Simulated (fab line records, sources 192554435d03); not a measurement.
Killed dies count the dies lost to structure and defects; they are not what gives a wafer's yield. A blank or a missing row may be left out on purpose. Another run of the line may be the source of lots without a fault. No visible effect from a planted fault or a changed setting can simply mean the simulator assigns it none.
A single fault, viewed from 2 desks    flow n5 finfet    only its own numbers are on each desk; what lay behind them is given at the end

FOR THE TOOL OWNER'S DESK: ald metal-04
The tool's own readings at N5_BEOL_M4_ALD_84 (deposits TaN, pulse time 2 s, purge time 3 s, co reactant purge time 2 s): means of the sampled wafers that have a number, for each lot that ran on this tool. The brackets show how far a lot's mean lies from the usual mean; more than 4 standard deviations puts the lot out of limits, marked OUT.
Columns: A = heater power w at N5_BEOL_M4_ALD_84, usual 422 W
lot   first seen here  A
L851  day 8 18:58      428
L854  day 9 18:35      433
L856  day 10 10:40     406
L857  day 10 17:22     479
This desk's verdict: no lot among the 4 shows anything out of limits.

METROLOGY DESK
What the gauges read for every lot (on any tool): the sampled wafers with a number, averaged. The brackets show how far a lot's mean lies from the usual mean; more than 4 standard deviations puts the lot out of limits, marked OUT. Readings shown: 7 of its 10, picked as those furthest out on some lot.
Columns: A = DIBL_N at N5_BEOL_M4_RC_MEAS_101, usual 36.4 mV/V; B = DIBL_P at N5_BEOL_M4_RC_MEAS_101, usual 36.6 mV/V; C = IOFF_P at N5_BEOL_M4_RC_MEAS_101, usual 0.211 nA/um; D = ION_N at N5_BEOL_M4_RC_MEAS_101, usual 671 uA/um; E = ION_P at N5_BEOL_M4_RC_MEAS_101, usual 462 uA/um; F = SS_N at N5_BEOL_M4_RC_MEAS_101, usual 71.5 mV/dec; G = VT_P at N5_BEOL_M4_RC_MEAS_101, usual -250.1 mV
lot   first seen here  A     B     C      D    E    F     G
L850  day 8 18:59      35.6  35.3  0.167  666  451  71.0  -255.5
L851  day 8 22:37      34.3  34.1  0.210  659  464  70.8  -249.5
L852  day 9 15:51      35.8  35.6  0.197  669  460  71.4  -251.8
L854  day 9 22:48      35.9  36.6  0.212  673  460  71.2  -250.8
L855  day 10 08:18     37.5  36.2  0.202  675  460  71.3  -249.2
L856  day 10 14:41     34.4  36.2  0.220  667  464  71.6  -249.6
L857  day 10 21:26     37.8  37.6  0.205  682  462  72.2  -251.6
L864  day 12 13:58     35.6  37.7  0.219  672  465  71.2  -248.7
L865  day 12 16:26     37.4  37.9  0.216  676  460  71.7  -249.6
L869  day 13 20:34     37.5  37.6  0.175  680  457  71.6  -256.7
This desk's verdict: no lot among the 10 shows anything out of limits.

ALL TOGETHER
Nothing out of limits was seen by the tool owner's desk.
Metrology desk: nothing out of limits seen.

WHAT THE SIMULATOR PUT IN
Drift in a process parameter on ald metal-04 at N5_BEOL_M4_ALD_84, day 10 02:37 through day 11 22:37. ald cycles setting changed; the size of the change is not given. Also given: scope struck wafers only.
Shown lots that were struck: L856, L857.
